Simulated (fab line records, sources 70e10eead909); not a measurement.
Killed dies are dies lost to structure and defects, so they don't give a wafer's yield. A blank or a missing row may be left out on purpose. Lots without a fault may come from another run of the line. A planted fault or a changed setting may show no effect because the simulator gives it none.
A struck lot beside a sound one | flow nand_harc | 16 steps out of a route of 1302
Sound: wafers L331.2, L331.3, L331.6. Struck: wafer L341.6. (L341.1, L341.5 of the same lot were not struck and are left out.) The cause comes at the end.
At each step with rows: each side's tool, then ch and its chambers, then its first start. Under that, the readings that differ: sound wafers | struck wafers | difference of the means | sigmas: that difference in standard deviations of wafers without a fault.
alike: readings whose means differ by less than 2 such deviations, and words and numbers that are the same on both sides. not compared: withheld readings, readings that some wafer has no value for, bounds like >300 that may hide the same value, and numbers for which the record gives no deviation and whose values overlap.
The two part at a step that has a row with sigmas, a row that says differs or no value, or rows on one side only. Numbers that don't overlap but have no deviation are shown without sigmas and don't part them. A reading that every wafer of one side lacks parts them only if that side has two wafers or more.

NHARC_A_ONON_D2_THK_MEAS_11: measures by ellipsometry.
  sound on film_metro-01, day 13 16:39; struck on film_metro-02, day 18 01:53
  alike: thk_nm
then, 1 step without rows for these wafers: NHARC_A_ONON_D2_DEP_12 (target thk 1000 nm).
NHARC_A_ONON_D2_THK_MEAS_14: measures by ellipsometry.
  sound on film_metro-01, day 13 17:13; struck on film_metro-02, day 18 02:27
  alike: thk_nm
then, 2 steps without rows for these wafers: NHARC_A_ONON_D2_ANNEAL_15 (time 3600 s); NHARC_A_ONON_D2_DEP_16 (target thk 1000 nm).
NHARC_A_ONON_D2_THK_MEAS_18: measures by ellipsometry.
  sound on film_metro-01, day 14 00:34; struck on film_metro-02, day 18 13:03
  reading     | sound          | struck | difference | sigmas
  thk_nm (nm) | 1024 1026 1025 | 1006   | -19        | -2
then, 1 step without rows for these wafers: NHARC_A_ONON_D2_DEP_19 (target thk 1000 nm).
NHARC_A_ONON_D2_THK_MEAS_21: measures by ellipsometry.
  sound on film_metro-02, day 14 01:08; struck on film_metro-01, day 18 13:37
  alike: thk_nm
then, 1 step without rows for these wafers: NHARC_A_ONON_D2_DEP_22 (target thk 1000 nm).
NHARC_A_ONON_D2_THK_MEAS_24: measures by ellipsometry.
  sound on film_metro-02, day 14 01:42; struck on film_metro-02, day 18 14:11
  alike: thk_nm
then, 1 step without rows for these wafers: NHARC_A_ONON_D2_DEP_25 (target thk 1000 nm).
NHARC_A_ONON_D2_THK_MEAS_27: measures by ellipsometry.
  sound on film_metro-01, day 14 02:16; struck on film_metro-01, day 18 14:44
  alike: thk_nm
NHARC_A_ONON_D2_DEP_28: target thk 1000 nm.
  sound on pecvd_onon-03 ch 0, day 14 02:23; struck on pecvd_onon-03 ch 0, day 18 14:48
  reading              | sound          | struck | difference | sigmas
  n2o_flow_sccm (sccm) | 1995 1988 1983 | 2002   | +13        | +2
  alike: n2_flow_sccm
NHARC_A_ONON_D2_THK_MEAS_30: measures by ellipsometry.
  sound on film_metro-01, day 14 02:50; struck on film_metro-01, day 18 15:18
  reading     | sound          | struck | difference | sigmas
  thk_nm (nm) | 1000 1000 1000 | 657    | -343       | -34
NHARC_A_ONON_D2_DEP_33: deposits SiO2, target thk 200 nm.
  sound on pecvd-04 ch 0,2, day 14 02:53; struck on pecvd-02 ch 2, day 18 15:27
  alike: heater_power_w, throttle_valve_pct
  not compared: since_wet_clean_h
-- the record jumps here: 11 days lie between the struck wafers' starts before and after (it left off in module A_ONON_D2 and takes up again in module END, whose first step shown is number 1302 of the route) --
NHARC_END_SORT_01:
  the record has rows for the struck wafers here (prober-01 ch 0, day 29 22:43) and none for the sound ones

WHERE THEY PART
First at NHARC_A_ONON_D2_THK_MEAS_18; last, within this record, at NHARC_END_SORT_01.

WHY: what the simulator had put in
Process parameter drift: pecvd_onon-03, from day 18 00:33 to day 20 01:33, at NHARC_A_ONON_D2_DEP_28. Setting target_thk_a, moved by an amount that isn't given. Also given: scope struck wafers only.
